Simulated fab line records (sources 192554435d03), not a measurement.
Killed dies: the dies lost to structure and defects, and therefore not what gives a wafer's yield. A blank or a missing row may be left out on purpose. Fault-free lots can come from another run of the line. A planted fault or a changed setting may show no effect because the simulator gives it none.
Matching of chambers || flow n5 finfet || N5_BEOL_M5_ETCH_72 on rie diel-06 has 4 sister chambers
The step etches underlayer in N2/H2, target depth 6.5 nm, time 5.2 s. 8 wafers are shown with their chamber, then 11 later ones without.

WAFERS, EACH WITH ITS CHAMBER
{"wafer": "L081.1", "chamber": 0, "showerhead plenum p Torr (Torr)": 2.48, "throttle valve pct (%)": 17.62}
{"wafer": "L081.2", "chamber": 1, "showerhead plenum p Torr (Torr)": 2.40, "throttle valve pct (%)": 17.71}
{"wafer": "L083.2", "chamber": 2, "showerhead plenum p Torr (Torr)": 2.63, "throttle valve pct (%)": 18.05}
{"wafer": "L083.3", "chamber": 0, "showerhead plenum p Torr (Torr)": 2.48, "throttle valve pct (%)": 17.63}
{"wafer": "L084.1", "chamber": 1, "showerhead plenum p Torr (Torr)": 2.39, "throttle valve pct (%)": 17.73}
{"wafer": "L084.3", "chamber": 3, "showerhead plenum p Torr (Torr)": 2.42, "throttle valve pct (%)": 18.19}
{"wafer": "L084.4", "chamber": 2, "showerhead plenum p Torr (Torr)": 2.62, "throttle valve pct (%)": 18.04}
{"wafer": "L090.2", "chamber": 3, "showerhead plenum p Torr (Torr)": 2.42, "throttle valve pct (%)": 18.19}

WAFERS MISSING THEIR CHAMBER
{"wafer": "L090.4", "showerhead plenum p Torr (Torr)": 2.39, "throttle valve pct (%)": 17.72}
{"wafer": "L090.6", "showerhead plenum p Torr (Torr)": 2.42, "throttle valve pct (%)": 18.19}
{"wafer": "L088.2", "showerhead plenum p Torr (Torr)": 2.41, "throttle valve pct (%)": 18.19}
{"wafer": "L088.3", "showerhead plenum p Torr (Torr)": 2.47, "throttle valve pct (%)": 17.68}
{"wafer": "L088.6", "showerhead plenum p Torr (Torr)": 2.47, "throttle valve pct (%)": 17.66}
{"wafer": "L092.1", "showerhead plenum p Torr (Torr)": 2.41, "throttle valve pct (%)": 18.23}
{"wafer": "L092.2", "showerhead plenum p Torr (Torr)": 2.39, "throttle valve pct (%)": 17.76}
{"wafer": "L092.4", "showerhead plenum p Torr (Torr)": 2.39, "throttle valve pct (%)": 17.75}
{"wafer": "L097.1", "showerhead plenum p Torr (Torr)": 2.62, "throttle valve pct (%)": 17.66}
{"wafer": "L097.5", "showerhead plenum p Torr (Torr)": 2.62, "throttle valve pct (%)": 17.66}
{"wafer": "L097.6", "showerhead plenum p Torr (Torr)": 2.47, "throttle valve pct (%)": 17.65}

EACH ONE'S CHAMBER
{"wafer": "L090.4", "from the rows above": 1, "in truth": 1}
{"wafer": "L090.6", "from the rows above": 3, "in truth": 3}
{"wafer": "L088.2", "from the rows above": 3, "in truth": 3}
{"wafer": "L088.3", "from the rows above": 0, "in truth": 0}
{"wafer": "L088.6", "from the rows above": 0, "in truth": 0}
{"wafer": "L092.1", "from the rows above": 3, "in truth": 3}
{"wafer": "L092.2", "from the rows above": 1, "in truth": 1}
{"wafer": "L092.4", "from the rows above": 1, "in truth": 1}
{"wafer": "L097.1", "from the rows above": 0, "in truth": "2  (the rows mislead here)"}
{"wafer": "L097.5", "from the rows above": 0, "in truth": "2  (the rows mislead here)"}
{"wafer": "L097.6", "from the rows above": 0, "in truth": 0}
Correctly placed: 9 of 11. Not placeable from these rows: 0. Wrongly placed: 2.
How it was worked out, from the rows above alone: a wafer's distance from a chamber is the root of the sum, over the readings, of the square of ((its reading less the chamber's mean) divided by the reading's scatter). The wafer belongs to the nearest chamber; if the next one is less than 2 further off, it can't be placed. Each chamber's mean is taken over the wafers shown for it. The scatter is the square root of a quotient: the sum, over the shown wafers, of each reading's squared deviation from its chamber's mean, divided by wafers minus chambers.
